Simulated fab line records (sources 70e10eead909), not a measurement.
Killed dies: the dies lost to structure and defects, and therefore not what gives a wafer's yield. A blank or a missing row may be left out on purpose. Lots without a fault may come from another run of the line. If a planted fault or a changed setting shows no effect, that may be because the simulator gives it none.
Comparing a struck lot with a sound one + flow nandHarc + 39 out of 1302 route steps
Sound: wafers L965.2, L965.3, L965.4. Struck: wafer L981.6 (L981.1, L981.3, from the same lot, were not struck and are left out); the cause is given at the end.
At each step with rows: each side's tool, then ch and its chambers, then its first start. Under that, the readings that differ: sound wafers + struck wafers + difference of the means + sigmas: that difference in standard deviations of wafers without a fault.
alike: readings whose means differ by less than 2 such deviations, and words and numbers that are the same on both sides. not compared: withheld readings, readings that some wafer has no value for, bounds like >300 that may hide the same value, and numbers for which the record gives no deviation and whose values overlap.
The two part at a step that has a row with sigmas, a row that says differs or no value, or rows on one side only. When numbers do not overlap yet have no deviation, they are printed without sigmas and do not part them. A reading missing from all wafers of one side parts the sides only when that side holds two or more wafers.

first, 5 steps without rows for these wafers: NHARC_A_WL_FILL_SRD_14; NHARC_A_WL_FILL_ALD_19 (deposits TiN, target thk 2 nm, pulse time 3 s, ald cycles 100); NHARC_A_WL_FILL_CVD_20 (deposits W, target thk 100 nm, time 74 s); NHARC_A_WL_FILL_CMP_12 (polishes, t overpolish 30 s, target thk 100 nm); NHARC_A_WL_FILL_SRD_31.
NHARC_A_WL_FILL_INSPECT_15:
  sound on defectInspect-02, day 21 04:15; struck on defectInspect-02, day 27 11:23
  alike: rawDefectCount
then, 1 step without rows for these wafers: NHARC_A_CONTACT_DEP_24 (deposits SiO2, target thk 500 nm).
NHARC_A_CONTACT_DEP_28: deposits aC, target thk 7000 nm.
  sound on aclDep-02 ch 0, day 21 09:23; struck on aclDep-01 ch 0, day 27 17:26
  alike: throttleValvePct
NHARC_A_CONTACT_DEP_29: deposits SiON, target thk 100 nm.
  sound on pecvd-04 ch 1,2, day 21 12:56; struck on pecvd-02 ch 0, day 27 18:13
  alike: heaterPowerW
then, 10 steps without rows for these wafers: NHARC_A_CONTACT_DEHYDRATE_32 (time 120 s); NHARC_A_CONTACT_HMDS_33 (time 30 s); NHARC_A_CONTACT_COAT_34 (time 75 s); NHARC_A_CONTACT_COAT_35 (time 65 s); NHARC_A_CONTACT_COAT_36 (resist thk 90 nm); NHARC_A_CONTACT_SOFTBAKE_37 (time 55 s); NHARC_A_CONTACT_EBR_38; NHARC_A_CONTACT_EXPOSE_39 (exposes mask A CC 3); NHARC_A_CONTACT_PEB_40 (peb time 65 s); NHARC_A_CONTACT_DEVELOP_41 (develop time 35 s).
NHARC_A_CONTACT_CD_MEAS_42: the cd target is 300 nm.
  sound on cdSem-01 ch 0, day 21 13:40; struck on cdSem-03 ch 0, day 27 18:54
  alike: cdNm
NHARC_A_CONTACT_OVL_MEAS_43:
  sound on overlay-01, day 21 13:45; struck on overlay-02, day 27 18:59
  alike: overlayXNm, overlayYNm
NHARC_A_CONTACT_INSPECT_44:
  sound on defectInspect-02, day 21 13:47; struck on defectInspect-02, day 27 19:02
  alike: rawDefectCount
then, 3 steps without rows for these wafers: NHARC_A_CONTACT_DESCUM_47 (chemistry O2, time 3 s); NHARC_A_CONTACT_ETCH_48 (etches the open film in CF4, target depth 39 nm, time 65 s); NHARC_A_CONTACT_ETCH_49 (etches the open film in N2/H2, target depth 260 nm, time 475.3 s).
NHARC_A_CONTACT_ETCH_50: etches the open film in CF4/CHF3, target depth 121 nm, time 60.5 s.
  sound on rieDiel-12 ch 0,1,2; struck on rieDiel-10 ch 2, day 27 20:14
  alike: chf3FlowSccm, drypumpMotorCurrentA, oesProductAu, rfVppV, showerheadPlenumPTorr, throttleValvePct
  not compared: rfHoursCounterH
then, 2 steps without rows for these wafers: NHARC_A_CONTACT_ETCH_51 (etches the open film in O2/COS, target depth 7000 nm, time 1820 s); NHARC_A_CONTACT_ETCH_111 (etches the open film in C4F8/O2/Ar, time 140 s, target depth 700 nm).
NHARC_A_CONTACT_ETCH_112: etches the open film in C4F8/O2/Ar, time 190 s, target depth 1850 nm.
  sound on harCapEtch-01 ch 0,1, day 21 16:01; struck on harCapEtch-02 ch 0, day 27 22:00
  not compared: rfHoursCounterH
then, 4 steps without rows for these wafers: NHARC_A_CONTACT_ETCH_113 (etches the open film in C4F8/O2/Ar, time 190 s, target depth 1850 nm); NHARC_A_CONTACT_ETCH_114 (etches the open film in C4F8/O2/Ar, time 190 s, target depth 1850 nm); NHARC_A_CONTACT_ETCH_115 (etches the open film in C4F8/O2/Ar, time 190 s, target depth 1850 nm); NHARC_A_CONTACT_ETCH_116 (etches the open film in C4F8/O2/Ar, time 190 s, target depth 1850 nm).
NHARC_A_CONTACT_ETCH_117: etches the open film in C4F8/O2/Ar, time 190 s, target depth 1850 nm.
  sound on harCapEtch-01 ch 0,1, day 21 16:52; struck on harCapEtch-02 ch 0, day 27 22:51
  not compared: rfHoursCounterH
then, 2 steps without rows for these wafers: NHARC_A_CONTACT_ETCH_118 (etches the open film in C4F8/O2/Ar, time 190 s, target depth 1850 nm); NHARC_A_CONTACT_ETCH_119 (etches the open film in C4F8/O2/Ar, time 190 s, target depth 1850 nm).
NHARC_A_CONTACT_ETCH_120: etches the open film in C4F8/O2/Ar, time 190 s, target depth 1850 nm.
  sound on harCapEtch-01 ch 0,1, day 21 17:22; struck on harCapEtch-02 ch 0, day 27 23:22
  not compared: rfHoursCounterH
then, 1 step without rows for these wafers: NHARC_A_CONTACT_ETCH_121 (etches the open film in C4F8/O2/Ar, time 190 s, target depth 1850 nm).
-- jump in the record: it breaks off in module A_CONTACT and resumes in module END (first step shown: number 1302 of the route), and 3 days separate the struck wafers' starts before and after --
NHARC_END_SORT_01:
  the record has rows for the struck wafers here (prober-02 ch 0, day 30 23:19) and none for the sound ones

WHERE THEY PART
At NHARC_END_SORT_01 and nowhere else, as far as this record goes.

WHY: whatever the simulator had introduced
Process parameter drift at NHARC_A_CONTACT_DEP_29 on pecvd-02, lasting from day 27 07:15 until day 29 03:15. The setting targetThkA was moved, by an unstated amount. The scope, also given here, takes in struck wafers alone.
